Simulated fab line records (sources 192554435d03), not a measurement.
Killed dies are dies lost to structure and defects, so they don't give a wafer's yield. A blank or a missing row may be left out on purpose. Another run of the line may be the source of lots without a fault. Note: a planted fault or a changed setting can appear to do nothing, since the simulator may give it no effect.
fab line records	flow n5-finfet
record: lots: 7	wafers: 21
route steps=1938 shown BEOL_M3@963 BEOL_M4@1064 BEOL_M5@1141 BEOL_M7@1263 PASSIVATION@1936
start-h: hours from the record's first day to the start of the lot's first wafer shown	wait-h: hours from the lot's prior step to this one	" the same as in the row above	L1.1+2: a single row standing in for several wafers	- no value present, or no start provided	* or withheld: withheld	< > ~ a bound
route shown NAME@n: NAME is a module with steps in the file, n the number in the route of the first one	usual: mean/standard deviation of fault-free wafers	same: alike in all rows	chamber/n: place in a boat	sites: each site's reading	_std_site: the values' standard deviation	_edge_site: mean of outer sites minus mean of inner sites	radius-mm: how far each site lies from the wafer's centre	mask NAME#n: copy n	behind: the most recent tool/chamber to have shaped the wafer	hold: why the lot went on hold/how many hours it stayed there/how the hold came to an end	device: the n, p or np transistor that did not switch	end of line: the route-end tests of the same wafers	a step given without rows: its recipe and nothing more	killed: not the wafer's yield, but the dies lost to structure and defects at the first sort	map: a wafer's dies, x killed, . not, _ none there
set.NAME: the run value of the setting; set.NAME@STEP: its run value at that earlier step	model.NAME: the simulator's own value behind a step, which no gauge read
lots with deliberately changed settings; one table per step, one row per wafer
== steps ==
step: N5_BEOL_M3_EXPOSE_25
recipe: mask-id: V2	na: 0.33	source-shape: quasar	sigma-inner: 0.2	sigma-outer: 0.8	polarization: unpolarized	defocus-nm: 5	dose-mj: 63
lot.wafer	tool	chamber	start-h	wait-h	mask	set.dose-mj
L080.1+2+3	euv-scanner-01	0	186.96	-	V2#0	63
L082.2+3+6	euv-scanner-02	0	195.12	-	V2#0	63
L085.4	euv-scanner-01	0	214.86	-	V2#0	63
L085.5+6	"	0	"	"	V2#0	66.88
L088.1	euv-scanner-02	0	228.08	-	V2#0	63
L088.5+6	"	0	"	"	V2#0	60.95
L094.1	euv-scanner-01	0	264.39	-	V2#0	60.32
L094.2+5	"	0	"	"	V2#0	63
L096.3+4+5	euv-scanner-02	0	282.29	-	V2#0	63
L097.3+4+6	euv-scanner-02	0	285.31	-	V2#0	63
step: N5_BEOL_M3_PEB_26
recipe: peb-temp-c: 100	peb-time-s: 60	resist: CAR-EUV
step: N5_BEOL_M3_DEVELOP_27
recipe: develop-time-s: 30	developer: TMAH	resist: CAR-EUV	rinse-liquid: surfactant-rinse	dry: air-spin	dev-temp-c: 23
step: N5_BEOL_M3_ALD_98
recipe: material: SiO2	target-thk-a: 25	temp-c: 100	ald-precursor-family: BDEAS	ald-co-reactant: O2-plasma	pulse-time-s: 1	co-reactant-pulse-time-s: 1	purge-time-s: 2	co-reactant-purge-time-s: 2	ald-cycles: 17	pressure-torr: 2
step: N5_BEOL_M3_ETCHBACK_99
recipe: chemistry: CHF3	target: SiO2	target-depth-a: 50	time-s: 10.4	source-w: 215	bias-w: 47	Ar_flow_sccm: 200	CHF3_flow_sccm: 12	ion-energy-ev: 100	pressure-mtorr: 30
step: N5_BEOL_M3_ETCH_70
recipe: chemistry: N2/H2	target: SOC	target-depth-a: 800	overetch-a: 160	mask-material: SiARC	temp-c: 40	time-s: 120	ion-energy-ev: 200	pressure-mtorr: 30	source-w: 840	bias-w: 150	n2-flow-sccm: 200	h2-flow-sccm: 200
lot.wafer	tool	chamber	start-h	wait-h	set.spin-rpm@BEOL_M3_COAT_67	model.etch.depth-nm
L080.1	rie-diel-06	3	188.01	0.0	1548	58.72
L080.2	"	1	"	"	1500	59.88
L080.3	"	2	"	"	1548	58.84
L082.2	rie-diel-03	1	196.51	0.0	1500	60.08
L082.3	"	3	"	"	1500	59.93
L082.6	"	3	"	"	1500	60.17
L085.4	rie-diel-02	0	217.23	0.0	1500	60.26
L085.5	"	1	"	"	1500	60.13
L085.6	"	0	"	"	1500	60.09
L088.1	rie-diel-06	2	234.84	0.0	1591	58.19
L088.5	"	3	"	"	1591	58.15
L088.6	"	2	"	"	1591	58.12
L094.1	rie-diel-03	3	269.67	0.0	1500	60.05
L094.2	"	2	"	"	1500	60.01
L094.5	"	0	"	"	1333	63.76
L096.3	rie-diel-03	2	287.52	0.0	1500	59.84
L096.4	"	3	"	"	1500	60.3
L096.5	"	3	"	"	1500	60.13
L097.3+4	rie-diel-03	1,3	291.68	0.0	1662	57.2
L097.6	"	2	"	"	1500	60.22
step: N5_BEOL_M3_STRIP_71
recipe: chemistry: N2/H2	temp-c: 40	n2-flow-sccm: 200	h2-flow-sccm: 200	rf-frequency-hz: 6e+07
step: N5_BEOL_M3_STRIP_78
recipe: chemistry: N2/H2	temp-c: 40	n2-flow-sccm: 200	h2-flow-sccm: 200	rf-frequency-hz: 6e+07
step: N5_BEOL_M3_VIA_ETCH_34
recipe: chemistry: C4F6/O2	target-depth-a: 694	mask-material: SOC	pressure-mtorr: 15	ion-energy-ev: 250	taper-deg: 4	time-s: 65.9	source-w: 350	bias-w: 170	Ar_flow_sccm: 300	C4F6_flow_sccm: 10	O2_flow_sccm: 10
lot.wafer	tool	chamber	start-h	wait-h	set.spin-rpm@BEOL_M3_COAT_67	model.SOC_of_BEOL_M3_COAT_67.thk-nm
L080.1	rie-diel-06	3	188.11	0.0	1548	50.6
L080.2	"	1	"	"	1500	51.4
L080.3	"	2	"	"	1548	51
L082.2+3	rie-diel-03	1,3	196.61	0.0	1500	51.8
L082.6	"	3	"	"	1500	52.2
L085.4+5	rie-diel-02	0,1	217.33	0.0	1500	52.2
L085.6	"	0	"	"	1500	52
L088.1+6	rie-diel-06	2	234.94	0.0	1591	50.4
L088.5	"	3	"	"	1591	50.2
L094.1	rie-diel-03	3	269.78	0.0	1500	52
L094.2	"	2	"	"	1500	51.8
L094.5	"	0	"	"	1333	55.4
L096.3	rie-diel-03	2	287.62	0.0	1500	51.8
L096.4	"	3	"	"	1500	52.4
L096.5	"	3	"	"	1500	52.2
L097.3	rie-diel-03	1	291.78	0.0	1662	48.8
L097.4	"	3	"	"	1662	49.2
L097.6	"	2	"	"	1500	52.2
step: N5_BEOL_M3_TRENCH_ETCH_37
recipe: chemistry: C4F6/O2	target-depth-a: 555.55	target: SiOC	time-s: 29.2	ion-energy-ev: 250	pressure-mtorr: 30	source-w: 355	bias-w: 185	Ar_flow_sccm: 300	C4F6_flow_sccm: 10	O2_flow_sccm: 10
usual: rf-vpp-V: 675/21
lot.wafer	tool	chamber	start-h	wait-h	set.bias-w	rf-vpp-V
L080.1	rie-diel-06	3	-	-	151.7	585
L080.2	"	1	"	"	151.7	574
L080.3	"	2	"	"	151.7	594
L082.2	rie-diel-03	1	-	-	185	649
L082.3	"	3	"	"	185	675
L082.6	"	3	"	"	185	674
L085.4	rie-diel-02	0	-	-	160.3	589
L085.5	"	1	"	"	160.3	640
L085.6	"	0	"	"	185	659
L088.1	rie-diel-06	2	-	-	214	779
L088.5	"	3	"	"	185	683
L088.6	"	2	"	"	214	780
L094.1	rie-diel-03	3	-	-	185	674
L094.2	"	2	"	"	185	688
L094.5	"	0	"	"	169.3	639
L096.3	rie-diel-03	2	-	-	185	690
L096.4	"	3	"	"	185	675
L096.5	"	3	"	"	185	673
L097.3	rie-diel-03	1	-	-	207.5	709
L097.4	"	3	"	"	185	675
L097.6	"	2	"	"	207.5	755
step: N5_BEOL_M3_ETCH_41
recipe: chemistry: CH3F/O2	target: SiCN	target-depth-a: 299	taper-deg: 2	time-s: 52.5	ion-energy-ev: 120	mask-material: TiN	pressure-mtorr: 30	source-w: 395	bias-w: 75	Ar_flow_sccm: 150	CH3F_flow_sccm: 30	O2_flow_sccm: 20
lot.wafer	tool	chamber	start-h	wait-h	set.target-depth-a	model.etch.depth-nm
L080.1	rie-diel-06	3	-	-	299	20.01
L080.2	"	1	"	"	299	20.56
L080.3	"	2	"	"	299	18.92
L082.2	rie-diel-03	1	-	-	299	20.11
L082.3	"	3	"	"	299	19.01
L082.6	"	3	"	"	299	18.86
L085.4	rie-diel-02	0	-	-	299	19.38
L085.5+6	"	1,0	"	"	299	19.35
L088.1	rie-diel-06	2	-	-	278.8	17.74
L088.5	"	3	"	"	299	20.04
L088.6	"	2	"	"	278.8	17.83
L094.1	rie-diel-03	3	-	-	299	18.9
L094.2	"	2	"	"	330.6	21.93
L094.5	"	0	"	"	330.6	22.11
L096.3	rie-diel-03	2	-	-	335.3	22.33
L096.4	"	3	"	"	335.3	21.3
L096.5	"	3	"	"	299	19.04
L097.3	rie-diel-03	1	-	-	299	20.11
L097.4	"	3	"	"	316	20.06
L097.6	"	2	"	"	316	21.01
step: N5_BEOL_M4_ETCH_70
recipe: chemistry: N2/H2	target: SOC	target-depth-a: 800	overetch-a: 240	mask-material: SiARC	temp-c: 40	time-s: 130	ion-energy-ev: 200	pressure-mtorr: 30	source-w: 840	bias-w: 150	n2-flow-sccm: 200	h2-flow-sccm: 200
usual: rf-vpp-V: 523.7/2.7
lot.wafer	tool	chamber	start-h	wait-h	set.source-w	rf-vpp-V
L080.1	rie-diel-04	2	198.80	0.0	728.7	550.8
L080.2	"	3	"	"	840	524.6
L080.3	"	0	"	"	728.7	551.1
L082.2	rie-diel-01	2	209.66	0.0	840	526.0
L082.3	"	1	"	"	840	523.5
L082.6	"	1	"	"	840	524.2
L085.4	rie-diel-01	3	235.03	0.0	981.4	500.0
L085.5	"	2	"	"	840	523.6
L085.6	"	3	"	"	981.4	501.4
L088.1	rie-diel-01	0	247.93	0.0	840	522.6
L088.5	"	2	"	"	701.3	556.2
L088.6	"	1	"	"	701.3	556.2
L094.1	rie-diel-01	1	283.22	0.0	840	523.4
L094.2	"	3	"	"	840	525.6
L094.5	"	2	"	"	958	500.7
L097.3	rie-diel-01	0	302.47	0.0	887.9	511.6
L097.4	"	1	"	"	840	523.4
L097.6	"	0	"	"	887.9	512.5
L096.3	rie-diel-05	0	306.50	0.0	712.3	550.2
L096.4	"	0	"	"	840	520.6
L096.5	"	1	"	"	840	520.5
step: N5_BEOL_M4_TRENCH_ETCH_37
recipe: chemistry: C4F6/O2	target-depth-a: 555.55	target: SiOC	time-s: 29.2	ion-energy-ev: 250	pressure-mtorr: 30	source-w: 355	bias-w: 185	Ar_flow_sccm: 300	C4F6_flow_sccm: 10	O2_flow_sccm: 10
lot.wafer	tool	chamber	start-h	wait-h	set.time-s	model.BEOL_M4.feature-depth-nm	model.etch.depth-nm
L080.1	rie-diel-04	2	-	-	29.2	54.4	54.49
L080.2	"	3	"	"	29.2	58.2	58.23
L080.3	"	0	"	"	29.2	55.8	55.81
L082.2	rie-diel-01	2	-	-	29.2	56.2	56.26
L082.3	"	1	"	"	29.2	54.6	54.66
L082.6	"	1	"	"	29.2	54.4	54.37
L085.4	rie-diel-01	3	-	-	29.2	54.8	54.74
L085.5	"	2	"	"	29.2	56.6	56.63
L085.6	"	3	"	"	29.2	55.2	55.16
L088.1	rie-diel-01	0	-	-	24.83	46.8	46.81
L088.5	"	2	"	"	24.83	48.2	48.26
L088.6	"	1	"	"	24.83	46	46.05
L094.1	rie-diel-01	1	-	-	25.1	46.4	46.41
L094.2	"	3	"	"	25.1	47	46.98
L094.5	"	2	"	"	29.2	56.2	56.1
L097.3	rie-diel-01	0	-	-	29.2	54	54.03
L097.4	"	1	"	"	29.2	54.2	54.17
L097.6	"	0	"	"	29.2	54.2	54.25
L096.3	rie-diel-05	0	-	-	25.54	48.8	48.88
L096.4	"	0	"	"	29.2	55.6	55.61
L096.5	"	1	"	"	29.2	53.4	53.39
step: N5_BEOL_M4_ETCH_41
recipe: chemistry: CH3F/O2	target: SiCN	target-depth-a: 299	taper-deg: 2	time-s: 52.5	ion-energy-ev: 120	mask-material: TiN	pressure-mtorr: 30	source-w: 395	bias-w: 75	Ar_flow_sccm: 150	CH3F_flow_sccm: 30	O2_flow_sccm: 20
step: N5_BEOL_M4_STRIP_97
recipe: chemistry: N2/H2	time-s: 10	power-w: 450	temp-c: 40	pressure-mtorr: 20	rf-frequency-hz: 6e+07	bias-power-w: 7	n2-flow-sccm: 200	h2-flow-sccm: 200
step: N5_BEOL_M4_OCD_MEAS_38
usual: trench-depth-nm: 55.2/1.2
lot.wafer	tool	chamber	start-h	wait-h	set.time-s@BEOL_M4_TRENCH_ETCH_37	trench-depth-nm
L080.1	ocd-02	-	199.16	-	29.2	54.8
L080.2	"	-	"	"	29.2	58.1
L080.3	"	-	"	"	29.2	55.6
L082.2	ocd-02	-	210.02	-	29.2	56.6
L082.3	"	-	"	"	29.2	54.6
L082.6	"	-	"	"	29.2	54.6
L085.4	ocd-02	-	235.39	-	29.2	54.5
L085.5	"	-	"	"	29.2	56.5
L085.6	"	-	"	"	29.2	55.1
L088.1	ocd-01	-	248.29	-	24.83	47.1
L088.5	"	-	"	"	24.83	48.2
L088.6	"	-	"	"	24.83	46.2
L094.1	ocd-02	-	283.58	-	25.1	46.4
L094.2	"	-	"	"	25.1	46.8
L094.5	"	-	"	"	29.2	56.1
L097.3	ocd-01	-	302.84	-	29.2	54.0
L097.4	"	-	"	"	29.2	54.0
L097.6	"	-	"	"	29.2	54.2
L096.3	ocd-01	-	306.86	-	25.54	49.0
L096.4	"	-	"	"	29.2	55.5
L096.5	"	-	"	"	29.2	53.6
step: N5_BEOL_M5_COAT_74
recipe: resist: underlayer	temp-c: 205	time-s: 60	spin-rpm: 1500	resist-thk-nm: 5
lot.wafer	tool	chamber	start-h	wait-h	set.spin-rpm	model.underlayer_of_BEOL_M5_COAT_74.thk-nm
L080.1+2	litho-track-02	0	-	-	1630	4.8
L080.3	"	0	"	"	1500	5
L082.2+3+6	litho-track-01	0	-	-	1500	5
L085.4+5+6	litho-track-01	0	-	-	1500	5
L088.1+5	litho-track-05	0	-	-	1610	4.8
L088.6	"	0	"	"	1500	5
L094.1	litho-track-01	0	-	-	1500	5
L094.2+5	"	0	"	"	1349	5.4
L097.3+4+6	litho-track-02	0	-	-	1500	5
L096.3+4+5	litho-track-02	0	-	-	1500	5
step: N5_BEOL_M5_EXPOSE_25
recipe: mask-id: V4	na: 0.33	source-shape: quasar	sigma-inner: 0.2	sigma-outer: 0.6	polarization: unpolarized	defocus-nm: 10	dose-mj: 52.75
lot.wafer	tool	chamber	start-h	wait-h	mask	set.dose-mj
L080.1+2+3	euv-scanner-02	0	212.04	-	V4#0	52.75
L082.2+3+6	euv-scanner-02	0	220.03	-	V4#0	52.75
L085.4+5+6	euv-scanner-02	0	242.76	-	V4#0	52.75
L088.1+5+6	euv-scanner-02	0	258.34	-	V4#0	52.75
L094.1+5	euv-scanner-02	0	297.03	-	V4#0	52.75
L094.2	"	0	"	"	V4#0	55.76
L097.3+4	euv-scanner-01	0	311.60	-	V4#0	52.75
L097.6	"	0	"	"	V4#0	50.74
L096.3+4+5	euv-scanner-01	0	314.38	-	V4#0	52.75
step: N5_BEOL_M5_PEB_26
recipe: peb-temp-c: 100	peb-time-s: 60	resist: CAR-EUV
step: N5_BEOL_M5_DEVELOP_27
recipe: develop-time-s: 30	developer: TMAH	resist: CAR-EUV	rinse-liquid: surfactant-rinse	dry: air-spin	dev-temp-c: 23
step: N5_BEOL_M5_DESCUM_33
recipe: chemistry: O2	time-s: 7	source-power-w: 50	bias-power-w: 20	pressure-mtorr: 20	rf-frequency-hz: 2.712e+07	temp-c: 40	resist: CAR-EUV	o2-flow-sccm: 225
step: N5_BEOL_M5_ETCH_75
recipe: chemistry: N2/H2	target: underlayer	target-depth-a: 65	mask-material: CAR-EUV	time-s: 5.2	ion-energy-ev: 200	pressure-mtorr: 30	source-w: 840	bias-w: 150	n2-flow-sccm: 200	h2-flow-sccm: 200	ends: cleared
lot.wafer	tool	chamber	start-h	wait-h	set.spin-rpm@BEOL_M5_COAT_74	model.etch.depth-nm
L080.1	rie-diel-06	0	212.35	0.0	1630	4.788
L080.2	"	2	"	"	1630	4.772
L080.3	"	1	"	"	1500	4.984
L082.2	rie-diel-02	1	220.67	0.0	1500	5.009
L082.3	"	0	"	"	1500	5.024
L082.6	"	3	"	"	1500	5.02
L085.4	rie-diel-03	0	243.06	0.0	1500	5.023
L085.5	"	3	"	"	1500	4.997
L085.6	"	2	"	"	1500	5.003
L088.1	rie-diel-03	0	259.24	0.0	1610	4.822
L088.5	"	2	"	"	1610	4.826
L088.6	"	1	"	"	1500	5.015
L094.1	rie-diel-03	0	297.33	0.0	1500	5.028
L094.2	"	2	"	"	1349	5.307
L094.5	"	0	"	"	1349	5.304
L097.3	rie-diel-06	2	311.88	0.0	1500	5.005
L097.4	"	0	"	"	1500	5.003
L097.6	"	3	"	"	1500	5.01
L096.3	rie-diel-02	1	314.66	0.0	1500	4.997
L096.4	"	2	"	"	1500	4.979
L096.5	"	1	"	"	1500	4.978
step: N5_BEOL_M5_ETCH_41
recipe: chemistry: CH3F/O2	target: SiCN	target-depth-a: 315	taper-deg: 2	time-s: 56.7	ion-energy-ev: 120	mask-material: TiN	pressure-mtorr: 30	source-w: 395	bias-w: 75	Ar_flow_sccm: 150	CH3F_flow_sccm: 30	O2_flow_sccm: 20
usual: rf-vpp-V: 297.3/1.5
lot.wafer	tool	chamber	start-h	wait-h	set.source-w	rf-vpp-V
L080.1	rie-diel-06	0	-	-	342.8	312.2
L080.2	"	2	"	"	395	296.2
L080.3	"	1	"	"	395	297.0
L082.2	rie-diel-02	1	-	-	395	298.8
L082.3	"	0	"	"	395	299.7
L082.6	"	3	"	"	395	298.6
L085.4	rie-diel-03	0	-	-	395	296.9
L085.5	"	3	"	"	395	298.5
L085.6	"	2	"	"	395	297.0
L088.1	rie-diel-03	0	-	-	395	296.0
L088.5	"	2	"	"	353.8	308.8
L088.6	"	1	"	"	353.8	306.8
L094.1	rie-diel-03	0	-	-	337.8	312.5
L094.2	"	2	"	"	395	298.4
L094.5	"	0	"	"	337.8	313.4
L097.3	rie-diel-06	2	-	-	373.5	303.4
L097.4	"	0	"	"	395	296.2
L097.6	"	3	"	"	395	299.1
L096.3	rie-diel-02	1	-	-	395	298.0
L096.4	"	2	"	"	395	295.2
L096.5	"	1	"	"	395	296.2
step: N5_BEOL_M7_ILD_DEP_00
recipe: material: SiCOH_lowk	target-thk-a: 1797.5	temp-c: 300	precursor: DEMS/porogen	pressure-torr: 5	rf-w: 500	time-s: 33.4
lot.wafer	tool	chamber	start-h	wait-h	set.time-s	model.SiCOH_lowk_of_BEOL_M7_ILD_DEP_00.thk-nm
L080.1	pecvd-02	0	227.99	0.0	33.4	174.6
L080.2	"	1	"	"	33.4	177.4
L080.3	"	1	"	"	33.4	181.8
L082.2	pecvd-02	0	236.77	0.0	33.4	177.4
L082.3	"	2	"	"	33.4	179
L082.6	"	0	"	"	33.4	178.8
L085.4	pecvd-02	0	257.55	0.1	35.89	194.4
L085.5	"	2	"	"	33.4	181.2
L085.6	"	1	"	"	35.89	196.6
L088.1	pecvd-01	1	277.16	0.0	37.93	206.4
L088.5	"	2	"	"	33.4	181.6
L088.6	"	1	"	"	37.93	207.6
L094.1	pecvd-01	2	314.08	0.0	33.4	176.2
L094.2	"	0	"	"	33.4	172.2
L094.5	"	0	"	"	33.4	175.6
L097.3	pecvd-02	0	332.06	0.0	33.4	177.2
L097.4	"	2	"	"	33.4	181.4
L097.6	"	0	"	"	33.4	180.2
L096.3	pecvd-03	2	333.52	0.0	37.24	196.6
L096.4	"	0	"	"	33.4	180.6
L096.5	"	1	"	"	33.4	181.4
step: N5_BEOL_M7_CURE_74
recipe: temp-c: 385	time-s: 240	ambient: He/Ar	material: SiCOH_lowk
lot.wafer	tool	chamber	start-h	wait-h	set.time-s@BEOL_M7_ILD_DEP_00	model.SiCOH_lowk_of_BEOL_M7_ILD_DEP_00.thk-nm
L080.1	uv-cure-02	1	228.07	0.1	33.4	150.6
L080.2	"	1	"	"	33.4	152.8
L080.3	"	1	"	"	33.4	156.8
L082.2	uv-cure-03	2	236.92	0.1	33.4	153
L082.3	"	2	"	"	33.4	154.4
L082.6	"	2	"	"	33.4	154.2
L085.4	uv-cure-03	0	257.84	0.3	35.89	167.8
L085.5	"	0	"	"	33.4	156.4
L085.6	"	0	"	"	35.89	169.6
L088.1	uv-cure-01	0	277.25	0.1	37.93	178.2
L088.5	"	0	"	"	33.4	156.6
L088.6	"	0	"	"	37.93	179.4
L094.1	uv-cure-02	0	314.17	0.1	33.4	152
L094.2	"	0	"	"	33.4	148.4
L094.5	"	0	"	"	33.4	151.4
L097.3	uv-cure-02	1	332.44	0.4	33.4	152.8
L097.4	"	1	"	"	33.4	156.4
L097.6	"	1	"	"	33.4	155.4
L096.3	uv-cure-03	0	333.75	0.2	37.24	169.6
L096.4	"	0	"	"	33.4	155.8
L096.5	"	0	"	"	33.4	156.4
step: N5_BEOL_M7_THK_MEAS_01
recipe: reads: SiCOH_lowk_of_BEOL_M7_ILD_DEP_00
usual: M7_ILD_THK: 154.7/2.4
lot.wafer	tool	chamber	start-h	wait-h	set.time-s@BEOL_M7_ILD_DEP_00	M7_ILD_THK[nm]
L080.1	film-metro-02	-	228.58	0.4	33.4	150.5
L080.2	"	-	"	"	33.4	152.9
L080.3	"	-	"	"	33.4	157.0
L082.2	film-metro-02	-	237.35	0.4	33.4	153.0
L082.3	"	-	"	"	33.4	154.3
L082.6	"	-	"	"	33.4	154.2
L085.4	film-metro-02	-	258.11	0.2	35.89	167.9
L085.5	"	-	"	"	33.4	156.3
L085.6	"	-	"	"	35.89	169.8
L088.1	film-metro-02	-	277.76	0.4	37.93	178.3
L088.5	"	-	"	"	33.4	156.9
L088.6	"	-	"	"	37.93	179.6
L094.1	film-metro-02	-	314.69	0.4	33.4	151.9
L094.2	"	-	"	"	33.4	148.3
L094.5	"	-	"	"	33.4	151.4
L097.3	film-metro-02	-	333.11	0.5	33.4	152.8
L097.4	"	-	"	"	33.4	156.4
L097.6	"	-	"	"	33.4	155.3
L096.3	film-metro-01	-	334.10	0.3	37.24	169.7
L096.4	"	-	"	"	33.4	155.8
L096.5	"	-	"	"	33.4	156.4
step: N5_PASSIVATION_PROBE_49
usual: defect-limited-yield: 91.1/1.6	killed-dies: 105/18
lot.wafer	tool	chamber	start-h	wait-h	set.time-s@PASSIVATION_PECVD_01	set.dose-mj@BEOL_M5_EXPOSE_25	defect-limited-yield[%]	killed-dies
L082.2	prober-02	-	313.56	0.1	43.2	52.75	91.1	105
L082.3	prober-02	-	313.61	0.1	43.2	52.75	90.0	118
L082.6	prober-02	-	313.76	0.3	43.2	52.75	89.2	127
L080.1	prober-02	-	313.95	0.0	43.2	52.75	84.1	188
L080.2	prober-02	-	314.00	0.1	43.2	52.75	80.3	233
L080.3	prober-02	-	314.05	0.1	43.2	52.75	86.4	160
L085.4	prober-01	-	349.28	0.2	47.73	52.75	6.8	1100
L085.5	prober-01	-	349.33	0.2	47.73	52.75	9.5	1068
L085.6	prober-01	-	349.38	0.3	43.2	52.75	23.1	907
L088.1	prober-02	-	363.98	0.0	43.2	52.75	90.6	111
L088.5	prober-02	-	364.18	0.2	43.2	52.75	88.3	138
L088.6	prober-02	-	364.23	0.3	43.2	52.75	90.6	111
L094.1	prober-01	-	398.01	0.0	43.2	52.75	93.2	80
L094.2	prober-01	-	398.06	0.1	48.5	55.76	15.1	1002
L094.5	prober-01	-	398.21	0.2	43.2	52.75	88.3	138
L096.3	prober-01	-	413.79	0.1	43.2	52.75	89.3	126
L096.4	prober-01	-	413.84	0.2	47.03	52.75	53.8	545
L096.5	prober-01	-	413.89	0.2	43.2	52.75	80.5	230
L097.3	prober-02	-	413.90	0.1	40.47	52.75	88.2	139
L097.4	prober-02	-	413.95	0.2	40.47	52.75	90.6	111
L097.6	prober-02	-	414.05	0.3	43.2	50.74	87.8	144
== key ==
split: step: N5_BEOL_M3_EXPOSE_25	setting: dose-mj	stated: 63	by: wafer
response none clear
split: step: N5_BEOL_M3_TRENCH_ETCH_37	setting: bias-w	stated: 185	by: wafer
response: step: N5_BEOL_M3_TRENCH_ETCH_37	reading: rf-vpp-V	change: +4.9	per: 1%	r: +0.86
split: step: N5_BEOL_M3_ETCH_41	setting: target-depth-a	stated: 299	by: wafer
response: step: N5_BEOL_M3_ETCH_41	reading: model.etch.depth-nm	change: +0.25	per: 1%	r: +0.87
split: step: N5_BEOL_M4_ETCH_70	setting: source-w	stated: 840	by: wafer
response: step: N5_BEOL_M4_ETCH_70	reading: rf-vpp-V	change: -1.79	per: 1%	r: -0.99
split: step: N5_BEOL_M4_TRENCH_ETCH_37	setting: time-s	stated: 29.2	by: wafer
response: step: N5_BEOL_M4_TRENCH_ETCH_37	reading: model.BEOL_M4.feature-depth-nm	change: +0.578	per: 1%	r: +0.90
response: step: N5_BEOL_M4_TRENCH_ETCH_37	reading: model.etch.depth-nm	change: +0.571	per: 1%	r: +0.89
response: step: N5_BEOL_M4_OCD_MEAS_38	reading: trench-depth-nm	change: +0.574	per: 1%	r: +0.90
split: step: N5_BEOL_M5_COAT_74	setting: spin-rpm	stated: 1500	by: wafer
response: step: N5_BEOL_M5_COAT_74	reading: model.underlayer_of_BEOL_M5_COAT_74.thk-nm	change: -0.0314	per: 1%	r: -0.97
response: step: N5_BEOL_M5_ETCH_75	reading: model.etch.depth-nm	change: -0.0259	per: 1%	r: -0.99
split: step: N5_BEOL_M5_EXPOSE_25	setting: dose-mj	stated: 52.75	by: wafer
response: step: N5_PASSIVATION_PROBE_49	reading: defect-limited-yield	slope: -6.25	per: 1%	together-with: time-s@PASSIVATION_PECVD_01	explained: 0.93
response: step: N5_PASSIVATION_PROBE_49	reading: killed-dies	slope: +73.8	per: 1%	together-with: time-s@PASSIVATION_PECVD_01	explained: 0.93
split: step: N5_BEOL_M5_ETCH_41	setting: source-w	stated: 395	by: wafer
response: step: N5_BEOL_M5_ETCH_41	reading: rf-vpp-V	change: -1.09	per: 1%	r: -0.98
split: step: N5_BEOL_M7_ILD_DEP_00	setting: time-s	stated: 33.4	by: wafer
response: step: N5_BEOL_M7_ILD_DEP_00	reading: model.SiCOH_lowk_of_BEOL_M7_ILD_DEP_00.thk-nm	change: +1.7	per: 1%	r: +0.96
response: step: N5_BEOL_M7_CURE_74	reading: model.SiCOH_lowk_of_BEOL_M7_ILD_DEP_00.thk-nm	change: +1.47	per: 1%	r: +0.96
response: step: N5_BEOL_M7_THK_MEAS_01	reading: M7_ILD_THK	change: +1.48	per: 1%	r: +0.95
split outside-this-file step=N5_BEOL_M3_COAT_67 setting=spin-rpm
split outside-this-file step=N5_PASSIVATION_PECVD_01 setting=time-s
split outside-this-file: this setting was split too, and the file shows its column; the key of that split is in another file
